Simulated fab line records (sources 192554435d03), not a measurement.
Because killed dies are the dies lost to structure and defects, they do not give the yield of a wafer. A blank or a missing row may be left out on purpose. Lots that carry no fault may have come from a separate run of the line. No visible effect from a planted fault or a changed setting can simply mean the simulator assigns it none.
A struck lot beside a sound one + flow n5Finfet + 19 out of 1938 route steps
Sound: these wafers, L985.2, L985.3, L985.5. Struck: wafers L993.2, L993.3, L993.4. The cause is named last.
Order at every step that has rows: each side's tool, ch and its chambers, its first start. Under that, the readings that differ: sound wafers + struck wafers + difference of the means + sigmas: that difference in standard deviations of wafers without a fault.
alike: same words and numbers on both sides, and readings whose means sit less than 2 such deviations apart. not compared: any withheld reading, any reading some wafer has no value for, any bound like >300 that may hide the same value, and any number with overlapping values for which the record gives no deviation.
The two part at a step that has a row with sigmas, a row that says differs or no value, or rows on one side only. Numbers that have no deviation but don't overlap get no sigmas and don't part them. Lack of a reading on every wafer of one side parts them only where that side has two or more wafers.

N5_SDB_STRIP_22: strips in N2/H2.
  sound on plasmaAsher-01 ch 0,1, day 3 18:35; struck on plasmaAsher-01 ch 0,1, day 5 19:20
  alike: drypumpMotorCurrentA, heaterPowerW, oesProductAu, stripTimeToEndpointS
  not compared: rfHoursCounterH
then, 2 steps without rows for these wafers: N5_SDB_PRECLEAN_23 (cleans in dHF, time 30 s); N5_SDB_DUMMY_REMOVE_24 (chemistry TMAH, target poly-Si, stops on SiO2, target depth 142 nm, time 57 s, rinse time 30 s).
N5_SDB_ETCH_25: etches SiO2 in C4F6/O2, target depth 10 nm, time 3.3 s.
  sound on rieDiel-01 ch 2,3, day 3 18:48; struck on rieDiel-03 ch 1,2,3, day 5 19:33
  alike: drypumpMotorCurrentA, oesProductAu, rfVppV, showerheadPlenumPTorr, throttleValvePct
  not compared: rfHoursCounterH
N5_SDB_CUT_ETCH_26: etches Si in HBr/Cl2/O2, target depth 129.6 nm, bt time 20 s, time 51.8 s.
  sound on rieSi-03 ch 0,2,3, day 3 18:53; struck on rieSi-04 ch 0,1,3, day 5 19:38
  alike: drypumpMotorCurrentA, oesProductAu, throttleValvePct
  not compared: rfHoursCounterH
then, 3 steps without rows for these wafers: N5_SDB_PRECLEAN_38 (cleans in dHF, time 10 s); N5_SDB_PRECLEAN_39 (cleans in O3/DIW, time 45 s); N5_SDB_SRD_28 (time 30 s).
N5_SDB_ALD_29: deposits SiNx, target thk 30 nm, pulse time 1 s, ald cycles 600.
  sound on aldSin-03 ch 1,3, day 3 19:04; struck on aldSin-03 ch 0,1,3, day 5 19:49
  alike: heaterPowerW, precursorPulseHeightRel
then, 1 step without rows for these wafers: N5_SDB_CMP_30 (polishes, stops on poly-Si, t overpolish 1.54 s, target thk 30 nm).
N5_SDB_THK_MEAS_31:
  sound on filmMetro-01, day 3 22:06; struck on filmMetro-02, day 5 22:50
  alike: SDB_THK
N5_SDB_INSPECT_36: inspects for defects (darkfield).
  sound on defectInspect-01, day 3 22:07; struck on defectInspect-01, day 5 22:52
  alike: rawDefectCount
N5_DUMMY_REMOVAL_HM_STRIP_01: strips SiNx in CH3F/O2, stops on poly-Si, target depth 4 nm, time 6.8 s.
  sound on rieDiel-06 ch 1,2,3, day 3 22:10; struck on rieDiel-05 ch 1,2,3, day 5 22:54
  alike: drypumpMotorCurrentA, oesProductAu, rfVppV, showerheadPlenumPTorr, throttleValvePct
  not compared: rfHoursCounterH
N5_DUMMY_REMOVAL_STRIP_10: strips in N2/H2, time 40 s.
  sound on rieDiel-06 ch 1,2,3, day 3 22:11; struck on rieDiel-05 ch 1,2,3, day 5 22:56
  alike: drypumpMotorCurrentA, oesProductAu, rfVppV, showerheadPlenumPTorr, throttleValvePct
  not compared: rfHoursCounterH
then, 2 steps without rows for these wafers: N5_DUMMY_REMOVAL_PRECLEAN_07 (cleans in dHF, time 30 s); N5_DUMMY_REMOVAL_DUMMY_REMOVE_02 (chemistry TMAH, target poly-Si, stops on SiO2, target depth 142 nm, time 57 s, rinse time 30 s).
N5_DUMMY_REMOVAL_INSPECT_06: inspects for defects (brightfield).
  sound on defectInspect-01, day 3 22:21; struck on defectInspect-01, day 5 23:06
| reading        | sound   | struck      | difference | sigmas      |
|----------------|---------|-------------|------------|-------------|
| rawDefectCount | 9 14 10 | 879 908 912 | +889       | +99 or more |
then, 1 step without rows for these wafers: N5_DUMMY_REMOVAL_PRECLEAN_08 (cleans in NF3:NH3, afs cycles 2, time 20 s, sublimation time 60 s).
-- here the record skips 10 days between the struck wafers' starts before and after, leaving off in module DUMMY_REMOVAL and picking up in module PASSIVATION (first step shown: number 1936 of the route) --
N5_PASSIVATION_PROBE_49:
  the record has rows for the struck wafers here (prober-02, day 16 03:07) and none for the sound ones

WHERE THEY PART
Earliest at N5_DUMMY_REMOVAL_INSPECT_06; latest, in this record, at N5_PASSIVATION_PROBE_49.

WHY: what the simulator had put in
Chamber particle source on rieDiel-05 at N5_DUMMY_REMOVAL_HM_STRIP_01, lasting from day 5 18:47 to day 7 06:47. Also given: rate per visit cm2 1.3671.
